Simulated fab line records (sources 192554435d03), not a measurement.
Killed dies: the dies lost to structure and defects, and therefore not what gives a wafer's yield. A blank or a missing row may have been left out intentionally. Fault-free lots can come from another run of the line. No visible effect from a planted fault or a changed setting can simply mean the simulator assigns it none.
The tool behind it: which one? || flow n5Finfet || 11 lots with 33 wafers sampled at 2 steps, on a route of 1938 steps

## WHAT EACH GAUGE READ, for each wafer
N5_PASSIVATION_CD_MEAS_10: the cd target is 3000 nm. Usual: cdNm 3000 nm, standard deviation 3.2.
{"lot": "L942", "measured": "day 12 22:40", "on": "cdSem-02", "cdNm (nm)": "3004 2996 3000", "flag": ""}
{"lot": "L943", "measured": "day 13 04:36", "on": "cdSem-02", "cdNm (nm)": "3004 2996 2995", "flag": ""}
{"lot": "L945", "measured": "day 13 13:02", "on": "cdSem-03", "cdNm (nm)": "3001 3004 3002", "flag": ""}
{"lot": "L947", "measured": "day 13 23:22", "on": "cdSem-03", "cdNm (nm)": "3003 2997 2995", "flag": ""}
{"lot": "L948", "measured": "day 14 05:22", "on": "cdSem-02", "cdNm (nm)": "2996 2999 3005", "flag": ""}
{"lot": "L950", "measured": "day 14 13:40", "on": "cdSem-03", "cdNm (nm)": "2999 3004 2999", "flag": ""}
{"lot": "L951", "measured": "day 14 23:04", "on": "cdSem-02", "cdNm (nm)": "2998 3002 2999", "flag": ""}
{"lot": "L959", "measured": "day 16 11:35", "on": "cdSem-03", "cdNm (nm)": "3001 2999 3003", "flag": ""}
{"lot": "L960", "measured": "day 17 00:34", "on": "cdSem-03", "cdNm (nm)": "2999 3004 2994", "flag": ""}
{"lot": "L961", "measured": "day 17 05:29", "on": "cdSem-03", "cdNm (nm)": "2994 3000 2994", "flag": ""}
{"lot": "L965", "measured": "day 18 22:27", "on": "cdSem-03", "cdNm (nm)": "3000 3003 2998", "flag": ""}

## WHAT TOOL EACH LOT RAN ON (gives the tool, then ch and the chambers of the sampled wafers, and finally the start)
{"lot": "L942", "N5_BEOL_M1_HM_STRIP_39": "wetBench-06 ch 4,6,7, day 6 14:22"}
{"lot": "L943", "N5_BEOL_M1_HM_STRIP_39": "wetBench-02 ch 0,1,3, day 6 17:07"}
{"lot": "L945", "N5_BEOL_M1_HM_STRIP_39": "wetBench-04 ch 0,4,5, day 7 06:06"}
{"lot": "L947", "N5_BEOL_M1_HM_STRIP_39": "wetBench-06 ch 3,5,6, day 7 12:00"}
{"lot": "L948", "N5_BEOL_M1_HM_STRIP_39": "wetBench-04 ch 3,4,6, day 7 17:40"}
{"lot": "L950", "N5_BEOL_M1_HM_STRIP_39": "wetBench-02 ch 1,3,4, day 8 14:32"}
{"lot": "L951", "N5_BEOL_M1_HM_STRIP_39": "wetBench-02 ch 2,6,7, day 8 20:40"}
{"lot": "L959", "N5_BEOL_M1_HM_STRIP_39": "wetBench-02 ch 2,5,6, day 10 13:47"}
{"lot": "L960", "N5_BEOL_M1_HM_STRIP_39": "wetBench-06 ch 1,3,7, day 10 22:27"}
{"lot": "L961", "N5_BEOL_M1_HM_STRIP_39": "wetBench-04 ch 3,6,7, day 11 06:22"}
{"lot": "L965", "N5_BEOL_M1_HM_STRIP_39": "wetBench-04 ch 0,6,7, day 12 04:56"}
- N5_BEOL_M1_HM_STRIP_39: strips TiN in peroxide tin strip, target depth 25 nm, time 158 s.

## AS READ BY THE TOOLS THEMSELVES (means over the sampled wafers that have a number; for cases with no such wafer, the mark the record gives instead)
N5_BEOL_M1_HM_STRIP_39. Usual: bathHeatDutyPct 7.2 %, standard deviation 1.
{"lot": "L942", "tool": "wetBench-06", "bathHeatDutyPct (%)": 6.6, "flag": ""}
{"lot": "L943", "tool": "wetBench-02", "bathHeatDutyPct (%)": 7.4, "flag": ""}
{"lot": "L945", "tool": "wetBench-04", "bathHeatDutyPct (%)": 6.4, "flag": ""}
{"lot": "L947", "tool": "wetBench-06", "bathHeatDutyPct (%)": 6.1, "flag": ""}
{"lot": "L948", "tool": "wetBench-04", "bathHeatDutyPct (%)": 7.2, "flag": ""}
{"lot": "L950", "tool": "wetBench-02", "bathHeatDutyPct (%)": 8.3, "flag": ""}
{"lot": "L951", "tool": "wetBench-02", "bathHeatDutyPct (%)": 7.7, "flag": ""}
{"lot": "L959", "tool": "wetBench-02", "bathHeatDutyPct (%)": 7.0, "flag": ""}
{"lot": "L960", "tool": "wetBench-06", "bathHeatDutyPct (%)": 6.8, "flag": ""}
{"lot": "L961", "tool": "wetBench-04", "bathHeatDutyPct (%)": 7.3, "flag": ""}
{"lot": "L965", "tool": "wetBench-04", "bathHeatDutyPct (%)": 6.6, "flag": ""}

## THE ANSWER, worked out from the rows above alone
Rule: lot off if the mean of its wafers having a number is beyond 3 standard deviations from the usual mean. Also off: a lot with no number at a reading for which 4 or more lots have one. Any other lot the step has rows for is counted as sound. First the gauges in route order, then the tools' own readings, where a lot's mean is used as printed above. At the first step where some lot is off, the reading lying furthest off is the one used; lots without a number count as furthest.
Nothing can be told from this: no lot is off at any reading shown.

## WHAT WAS PUT IN BY THE SIMULATOR
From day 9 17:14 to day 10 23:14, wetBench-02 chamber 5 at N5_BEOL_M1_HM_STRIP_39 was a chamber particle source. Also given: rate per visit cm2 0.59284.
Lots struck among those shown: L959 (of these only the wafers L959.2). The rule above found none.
